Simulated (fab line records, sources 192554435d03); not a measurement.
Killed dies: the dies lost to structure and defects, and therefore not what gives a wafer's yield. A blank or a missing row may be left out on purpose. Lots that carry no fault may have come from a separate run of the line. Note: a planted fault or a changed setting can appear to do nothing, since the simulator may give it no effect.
A struck lot beside a sound one :: flow n5_finfet :: 37 steps out of a route of 1938
Sound: these wafers, L905.1, L905.4, L905.5. Wafers L901.2, L901.4, L901.5 were the ones struck. Last of all comes the cause.
For every step that has rows: the tool of each side, followed by ch and its chambers, followed by its first start. Under that, the readings that differ: sound wafers :: struck wafers :: difference of the means :: sigmas: that difference in standard deviations of wafers without a fault.
alike: readings with means less than 2 such deviations apart, plus words and numbers identical on both sides. not compared: withheld readings, readings lacking a value on some wafer, bounds such as >300 that could conceal the same value, and numbers that have no deviation in the record and whose values overlap.
The two part at a step that has a row with sigmas, a row that says differs or no value, or rows on one side only. When numbers do not overlap yet have no deviation, they are printed without sigmas and do not part them. Lack of a reading on every wafer of one side parts them only where that side has two or more wafers.

first, 9 steps without rows for these wafers: N5_BEOL_M4_ANNEAL_95 (time 240 s); N5_BEOL_M4_SPUTTER_96 (material Cu, target thk 4.5 nm, time 8.29 s); N5_BEOL_M4_ECD_50 (material Cu, target thk 300 nm); N5_BEOL_M4_ANNEAL_51 (time 90 s); N5_BEOL_M4_CMP_52 (polishes, stops on SiOC, t overpolish 6.8 s, target thk 40 nm); N5_BEOL_M4_PRE_CLEAN_60 (time 15 s); N5_BEOL_M4_CO_CAP_55 (material Co, precursor CCTBA/H2, target thk 2 nm, time 102.1 s); N5_BEOL_M4_PRE_CLEAN_56 (time 15 s); N5_BEOL_M4_DEP_57 (deposits SiCN from 3MS/NH3, target thk 8 nm, time 14 s).
N5_BEOL_M4_RC_MEAS_101:
  sound on prober-02 ch 0, day 12 23:37; struck on prober-02 ch 0, day 11 14:59
reading: SS_N (mV/dec)
sound: 72.2 71.8 72.6
struck: 71.2 70.7 71.6
difference: -1.0
sigmas: -2
  alike: DIBL_N, DIBL_P, IOFF_N, IOFF_P, ION_N, ION_P, SS_P, VT_N, VT_P
then, 24 steps without rows for these wafers: N5_BEOL_M5_ILD_DEP_00 (deposits SiCOH lowk from DEMS/porogen, target thk 140.64 nm, time 25.9 s); N5_BEOL_M5_CURE_79 (cures SiCOH lowk, time 240 s); N5_BEOL_M5_PECVD_70 (deposits SiO2 from TEOS/O2, target thk 16 nm, time 18 s); N5_BEOL_M5_HM_DEP_02 (deposits TiN, target thk 20 nm); N5_BEOL_M5_COAT_59 (time 60 s, resist thk 60 nm); N5_BEOL_M5_COAT_60 (time 60 s, resist thk 12 nm); N5_BEOL_M5_COAT_71 (time 60 s, resist thk 5 nm); N5_BEOL_M5_COAT_05 (resist thk 30 nm); N5_BEOL_M5_EBR_07; N5_BEOL_M5_SOFTBAKE_06 (time 60 s); N5_BEOL_M5_EXPOSE_08 (exposes mask M5, target cd 28 nm); N5_BEOL_M5_PEB_09 (peb time 60 s); N5_BEOL_M5_DEVELOP_10 (develop time 30 s); N5_BEOL_M5_DESCUM_16 (chemistry O2, time 7 s); N5_BEOL_M5_ETCH_72 (etches underlayer in N2/H2, target depth 6.5 nm, time 5.2 s); N5_BEOL_M5_ETCH_61 (etches SiARC in CF4, target depth 15.6 nm, time 26 s); N5_BEOL_M5_ETCH_62 (etches SOC in N2/H2, target depth 75 nm, overetch 15 nm, time 112.5 s); N5_BEOL_M5_STRIP_63 (strips in N2/H2); N5_BEOL_M5_STRIP_73 (strips in N2/H2); N5_BEOL_M5_STRIP_64 (strips in CF4); N5_BEOL_M5_HM_OPEN_17 (chemistry Cl2/BCl3, target TiN, target depth 20 nm, overetch 6 nm); N5_BEOL_M5_STRIP_19 (strips in O2); N5_BEOL_M5_COAT_65 (time 60 s, resist thk 60 nm); N5_BEOL_M5_COAT_66 (time 60 s, resist thk 12 nm).
N5_BEOL_M8_CVD_78: deposits Co from CCTBA/H2, target thk 2 nm, time 142.3 s.
  sound on cvd_co-01 ch 0,1,2, day 14 08:56; struck on cvd_co-02 ch 1,2, day 12 23:09
  no value came back on the struck wafers for chamber_pressure_Torr (Torr), run_length_s (s); on the sound wafers chamber_pressure_Torr (Torr) reads 29.99 29.95 29.94
N5_BEOL_M8_CMP_52: polishes, stops on SiCOH lowk, t overpolish 6.9 s, target thk 80 nm.
  sound on cmp-04 ch 0,1, day 14 09:40; struck on cmp-02 ch 1,3, day 12 23:51
reading: barrier_field_endpoint_s (s)
sound: 27.7 29.9 28.8
struck: 27.0 27.4 27.5
difference: -1.5
sigmas: -2
  alike: head_pressure_psi, motor_current_A
-- here the record skips 3 days between the struck wafers' starts before and after, leaving off in module BEOL_M8 and picking up in module PASSIVATION (first step shown: number 1936 of the route) --
N5_PASSIVATION_PROBE_49:
  sound: prober-02 at day 17 01:08; struck: prober-01 at day 15 17:28
reading: defect_limited_yield (%)
sound: 90.2 92.1 92.5
struck: 19.5 17.5 18.0
difference: -73.3
sigmas: -56

reading: killed_at_M4_up
sound: 20 13 8
struck: 866 901 871
difference: +866
sigmas: +99 or more

reading: killed_dies
sound: 116 93 88
struck: 950 974 968
difference: +865
sigmas: +58

reading: killed_on_rim
sound: 12 12 14
struck: 79 98 87
difference: +75
sigmas: +20

reading: sort_bin_5_function (%)
sound: 5.3 4.3 4.1
struck: 67.1 70.2 68.8
difference: +64.1
sigmas: +74

reading: sort_bin_6_memory (%)
sound: 4.1 3.1 3.1
struck: 12.3 11.9 12.6
difference: +8.8
sigmas: +14

reading: sort_n_pass
sound: 1064 1087 1092
struck: 230 206 212
difference: -865
sigmas: -58

reading: sort_yield_pct (%)
sound: 90.2 92.1 92.5
struck: 19.5 17.5 18.0
difference: -73.3
sigmas: -56
  alike: killed_at_M0_to_M3, killed_at_contacts, killed_at_front_end, killed_at_other, killed_open, killed_short

WHERE THEY PART
Last at N5_PASSIVATION_PROBE_49 as far as this record goes, first at N5_BEOL_M4_RC_MEAS_101.

WHY: what had been put in by the simulator
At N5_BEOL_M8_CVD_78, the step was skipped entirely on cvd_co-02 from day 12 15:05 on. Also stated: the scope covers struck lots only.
